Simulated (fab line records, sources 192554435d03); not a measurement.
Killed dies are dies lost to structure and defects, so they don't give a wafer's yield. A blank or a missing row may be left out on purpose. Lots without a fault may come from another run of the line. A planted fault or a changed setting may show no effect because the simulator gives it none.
fab line records | flow n5_finfet
record lots=13 wafers=39 last_day=18
route steps=1938 shown WELL_APT@28 PMOS_HMC_CHANNEL_EPI@58
lots that met no fault: from a run of the same line without faults
start_h: hours from the record's first day to the start of the lot's first wafer shown | wait_h: hours since the lot's step before | " the same as in the row above | L1.1+2: a row that stands for several wafers | - no value, or no start given | * or withheld: withheld | < > ~ a bound
route shown NAME@n: a module of which the file shows steps, and the number in the route of the first | usual: mean/standard deviation of fault-free wafers | same: alike in all rows | chamber/n: place in a boat | sites: the reading at each site | _std_site: their standard deviation | _edge_site: outer sites' mean less inner sites' | radius_mm: how far each site lies from the wafer's centre | mask NAME#n: copy n | behind: the tool/chamber that last shaped the wafer | hold: why the lot was held/for how many hours/how that ended | device: the transistor (n, p or np) that didn't switch | end of line: the same wafers' tests at the end of the route | a step without rows: its recipe alone | killed: dies lost to structure and defects at the first sort, not the wafer's yield | map: a wafer's dies, x killed, . not, _ none there
set.NAME: the setting as run; set.NAME@STEP: as run at that earlier step | model.NAME: the simulator's own value behind a step, which no gauge read
steps of the route over a sample of lots; a table a step, a row a wafer
services: from which hour (start_h, from the record's first day; less than 0 if before it) a tool's chamber was out of use, for how many hours, and why
## steps
# step N5_WELL_APT_CD_MEAS_08
# recipe target_cd_nm=200 landing_energy_ev=500 detector=se_inlens
# usual cd_nm=198.8/1.9
# columns lot.wafer tool chamber start_h wait_h cd_nm
L840.3 cd_sem-02 0 13.82 - 202.3
L840.4 " 0 " " 201.2
L840.5 " 0 " " 201.0
L845.3 cd_sem-02 0 43.59 - 201.3
L845.4 " 0 " " 199.7
L845.6 " 0 " " 201.0
L846.3 cd_sem-01 0 49.68 - 197.4
L846.4 " 0 " " 199.6
L846.5 " 0 " " 200.9
L847.1 cd_sem-03 0 55.73 - 199.3
L847.5 " 0 " " 197.1
L847.6 " 0 " " 199.0
L849.2 cd_sem-02 0 68.99 - 198.9
L849.5 " 0 " " 200.4
L849.6 " 0 " " 201.2
L851.1 cd_sem-03 0 79.81 - 198.3
L851.4 " 0 " " 198.6
L851.6 " 0 " " 198.5
L853.1 cd_sem-01 0 91.57 - 197.0
L853.4 " 0 " " 195.6
L853.5 " 0 " " 196.7
L858.2 cd_sem-03 0 121.81 - 198.2
L858.3 " 0 " " 199.8
L858.4 " 0 " " 195.1
L859.1 cd_sem-01 0 127.81 - 199.3
L859.3 " 0 " " 201.7
L859.6 " 0 " " 200.2
L860.2 cd_sem-01 0 133.81 - 201.9
L860.3 " 0 " " 196.6
L860.5 " 0 " " 201.5
L861.1 cd_sem-01 0 139.71 - 197.8
L861.3 " 0 " " 199.3
L861.4 " 0 " " 200.5
L862.1 cd_sem-03 0 146.12 - 198.7
L862.3 " 0 " " 197.8
L862.5 " 0 " " 195.2
L863.1 cd_sem-03 0 151.81 - 199.0
L863.3 " 0 " " 197.8
L863.5 " 0 " " 197.3
# step N5_WELL_APT_OVL_MEAS_09
# recipe points_per_wafer=44
# usual NWELL_OVL=1/5.6
# columns lot.wafer tool chamber start_h wait_h NWELL_OVL[nm]
L840.3 overlay-01 0 13.84 0.0 -9
L840.4 " 0 " " -2
L840.5 " 0 " " -5
L845.3 overlay-02 0 43.62 0.0 3
L845.4 " 0 " " 2
L845.6 " 0 " " 5
L846.3 overlay-02 0 49.71 0.0 -2
L846.4 " 0 " " -2
L846.5 " 0 " " 0
L847.1 overlay-01 0 55.76 0.0 1
L847.5 " 0 " " 5
L847.6 " 0 " " 10
L849.2 overlay-02 0 69.02 0.0 5
L849.5 " 0 " " 2
L849.6 " 0 " " 4
L851.1 overlay-02 0 79.84 0.0 4
L851.4 " 0 " " -4
L851.6 " 0 " " 2
L853.1 overlay-02 0 91.60 0.0 -1
L853.4 " 0 " " 3
L853.5 " 0 " " 0
L858.2 overlay-02 0 121.84 0.0 8
L858.3 " 0 " " 7
L858.4 " 0 " " 8
L859.1 overlay-01 0 127.84 0.0 1
L859.3 " 0 " " 6
L859.6 " 0 " " 2
L860.2 overlay-02 0 133.84 0.0 13
L860.3 " 0 " " 7
L860.5 " 0 " " 12
L861.1 overlay-01 0 139.74 0.0 -11
L861.3 " 0 " " -10
L861.4 " 0 " " -3
L862.1 overlay-01 0 146.15 0.0 0
L862.3 " 0 " " 5
L862.5 " 0 " " 3
L863.1 overlay-01 0 151.84 0.0 6
L863.3 " 0 " " 3
L863.5 " 0 " " 11
# step N5_PMOS_HMC_CHANNEL_EPI_COAT_31
# recipe resist=BARC temp_c=205 time_s=60 spin_rpm=1500 resist_thk_nm=66
# usual resist_line_temp_C=22.99/0.1 spin_speed_rpm=1499.9/0.91
# same time_s=60
# columns lot.wafer tool chamber start_h wait_h resist_line_temp_C spin_speed_rpm
L840.3 litho_track-02 0 16.99 0.0 23.03 1501.3
L840.4 " 0 " " 23.03 1499.7
L840.5 " 0 " " 22.98 1500.2
L845.3 litho_track-05 0 46.94 0.0 23.08 1498.6
L845.4 " 0 " " 23.03 1499.7
L845.6 " 0 " " 22.95 1499.7
L846.3 litho_track-02 0 52.89 0.0 22.85 1499.7
L846.4 " 0 " " 22.98 1499.2
L846.5 " 0 " " 23.06 1499.2
L847.1 litho_track-02 0 58.71 0.1 22.91 1500.2
L847.5 " 0 " " 22.85 1500.0
L847.6 " 0 " " 22.79 1498.9
L849.2 litho_track-03 0 72.42 0.1 23.09 1500.1
L849.5 " 0 " " 23.19 1499.4
L849.6 " 0 " " 22.95 1500.0
L851.1 litho_track-05 0 83.26 0.0 23.00 1499.6
L851.4 " 0 " " 22.93 1500.4
L851.6 " 0 " " 22.97 1500.1
L853.1 litho_track-03 0 97.40 0.0 22.95 1500.7
L853.4 " 0 " " 23.06 1499.2
L853.5 " 0 " " 23.07 1498.6
L858.2 litho_track-03 0 126.08 0.0 23.03 1447.2
L858.3 " 0 " " 22.82 1446.4
L858.4 " 0 " " 23.09 1445.8
L859.1 litho_track-03 0 130.89 0.0 23.13 1447.6
L859.3 " 0 " " 23.14 1448.2
L859.6 " 0 " " 23.36 1447.0
L860.2 litho_track-02 0 137.05 0.0 22.83 1498.4
L860.3 " 0 " " 22.89 1500.2
L860.5 " 0 " " 22.93 1499.9
L861.1 litho_track-02 0 142.64 0.0 23.11 1497.5
L861.3 " 0 " " 23.10 1500.2
L861.4 " 0 " " 22.92 1498.0
L862.1 litho_track-05 0 149.96 0.0 23.01 1499.5
L862.3 " 0 " " 22.97 1499.2
L862.5 " 0 " " 23.01 1500.6
L863.1 litho_track-05 0 155.12 0.0 23.03 1498.4
L863.3 " 0 " " 23.05 1500.7
L863.5 " 0 " " 23.15 1500.1
# step N5_PMOS_HMC_CHANNEL_EPI_ETCH_38
# recipe chemistry=CF4 target=SiO2 target_depth_a=15 ion_energy_ev=350 pressure_mtorr=10 icp_w=800 bias_w=400 cf4_flow_sccm=80
# usual drypump_motor_current_A=5.6/0.48 oes_product_au=1.003/0.027 throttle_valve_pct=21.8/0.32
# columns lot.wafer tool chamber start_h wait_h drypump_motor_current_A oes_product_au rf_hours_counter_h throttle_valve_pct
L840.3 rie_si-01 1 17.88 0.0 5.8 0.957 83 22.3
L840.4 " 0 " " 5.7 1.006 126 22.0
L840.5 " 0 " " 5.8 1.009 - 22.0
L845.3 rie_si-01 2 47.68 0.0 5.0 0.972 93 21.4
L845.4 " 3 " " 6.3 1.025 57 21.5
L845.6 " 1 " " 5.8 0.972 - 22.3
L846.3 rie_si-05 0 53.65 0.0 5.7 1.037 181 22.3
L846.4 " 3 " " 5.4 0.958 74 21.6
L846.5 " 2 " " 5.0 1.001 - 22.1
L847.1 rie_si-04 2 59.59 0.0 5.0 1.027 6 21.6
L847.5 " 2 " " 5.0 1.021 - 21.6
L847.6 " 1 " " 4.9 0.978 - 22.0
L849.2 rie_si-05 3 73.49 0.0 5.4 0.968 74 21.6
L849.5 " 1 " " 6.3 1.034 - 21.7
L849.6 " 2 " " 5.0 1.001 - 22.1
L851.1 rie_si-05 2 84.12 0.0 5.1 1.005 127 22.1
L851.4 " 3 " " 5.4 0.968 74 21.5
L851.6 " 1 " " 6.3 1.035 - 21.7
L853.1 rie_si-05 0 98.20 0.0 5.7 1.039 182 22.3
L853.4 " 1 " " 6.2 1.023 42 21.7
L853.5 " 1 " " 6.2 1.029 - 21.7
L858.2 rie_si-05 3 126.95 0.0 5.4 0.973 75 21.6
L858.3 " 0 " " 5.7 1.048 182 22.3
L858.4 " 1 " " 6.2 1.025 42 21.7
L859.1 rie_si-04 0 131.67 0.0 5.7 0.999 85 21.7
L859.3 " 3 " " 5.1 1.029 74 22.1
L859.6 " 3 " " 5.1 1.023 - 22.1
L860.2 rie_si-01 2 137.94 0.0 5.0 0.980 94 21.4
L860.3 " 3 " " 6.3 1.033 58 21.5
L860.5 " 3 " " 6.3 1.036 - 21.6
L861.1 rie_si-01 3 143.53 0.0 6.3 1.010 58 21.5
L861.3 " 0 " " 5.7 1.003 128 22.0
L861.4 " 1 " " 5.8 0.968 85 22.3
L862.1 rie_si-04 0 150.83 0.0 5.7 0.996 86 21.7
L862.3 " 2 " " 4.9 1.020 8 21.6
L862.5 " 0 " " 5.7 0.995 - 21.7
L863.1 rie_si-05 0 155.89 0.0 5.7 1.037 183 22.3
L863.3 " 1 " " 6.3 1.022 43 21.7
L863.5 " 0 " " 5.7 1.035 - 22.3
## services
# columns tool chamber start_h hours kind
litho_track-03 - -0.38 - consumable_replace:filter
rie_si-05 - 13.27 0.1 repair
rie_si-05 - 21.03 15.6 pm
rie_si-04 1 34.89 4.4 repair
rie_si-04 - 43.06 14.6 pm
litho_track-05 - 73.21 - consumable_replace:filter
rie_si-01 - 82.98 15.6 pm
rie_si-05 0 124.86 0.9 repair
## key
first_sign step=N5_PMOS_HMC_CHANNEL_EPI_COAT_31 reading=spin_speed_rpm direction=down sigmas=58 usual=* struck=*
effect none on later readings
met_at N5_PMOS_HMC_CHANNEL_EPI_COAT_31
struck_lots L858,L859
tester_left_out L858,L859
not_acting_at N5_WELL_APT_CD_MEAS_08,N5_WELL_APT_OVL_MEAS_09,N5_PMOS_HMC_CHANNEL_EPI_ETCH_38
onset_between 97.40 126.08
fault kind=process_parameter_drift tool=litho_track-03 chamber=- onset_h=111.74 steps=N5_PMOS_HMC_CHANNEL_EPI_COAT_31 channel=spin_rpm offset=* shape=step end_h=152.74 acts_in=* stated=*
# tester_left_out: of these lots the tester's yield and bins aren't shown, on N5 and GAA mostly nor the transistor test; their killed dies are dies lost to structure and defects alone, not to doping, threshold or leakage, so they don't give the yield
